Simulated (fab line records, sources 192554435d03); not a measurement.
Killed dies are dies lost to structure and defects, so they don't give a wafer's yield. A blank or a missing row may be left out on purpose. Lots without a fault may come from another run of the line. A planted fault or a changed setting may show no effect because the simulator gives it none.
Chamber matching | flow n5_finfet | N5_BEOL_M10_CURE_72 on uv_cure-03: 3 sister chambers
The step cures SiCOH lowk, time 120 s. 3 wafers are shown with their chamber, then 8 later ones without.

WAFERS WITH THEIR CHAMBER
wafer  | chamber | wafer_temp_C_max
L086.6 | 0       | 371.0
L088.5 | 1       | 371.3
L093.3 | 2       | 372.5

WAFERS WITHOUT THEIR CHAMBER
wafer  | wafer_temp_C_max
L093.5 | 372.9
L093.6 | 372.2
L094.2 | 371.7
L094.3 | 371.9
L094.6 | 371.7
L095.2 | 371.5
L095.5 | 371.4
L095.6 | 371.8

WHICH CHAMBER EACH WENT THROUGH
wafer  | from the rows above          | in truth
L093.5 | 2                            | 2
L093.6 | can't be placed: 2 or 1      | 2
L094.2 | can't be placed: 1 or 0 or 2 | 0
L094.3 | can't be placed: 1 or 2 or 0 | 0
L094.6 | can't be placed: 1 or 0 or 2 | 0
L095.2 | can't be placed: 1 or 0      | 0
L095.5 | can't be placed: 1 or 0      | 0
L095.6 | can't be placed: 1 or 2 or 0 | 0
Placed correctly: 1 of 8. Can't be placed from these rows: 7 (the true chamber is among the candidates in 7). Placed wrongly: 0.
How it was worked out, from the rows above alone: a wafer's distance from a chamber is the root of the sum, over the readings, of the square of ((its reading less the chamber's mean) divided by the reading's scatter). The wafer belongs to the nearest chamber; if the next one is less than 2 further off, it can't be placed. A chamber's mean is the mean of its shown wafers. The scatter: with one shown wafer a chamber, the root of the mean of the squares of how far each hidden wafer lies from its nearest shown one.
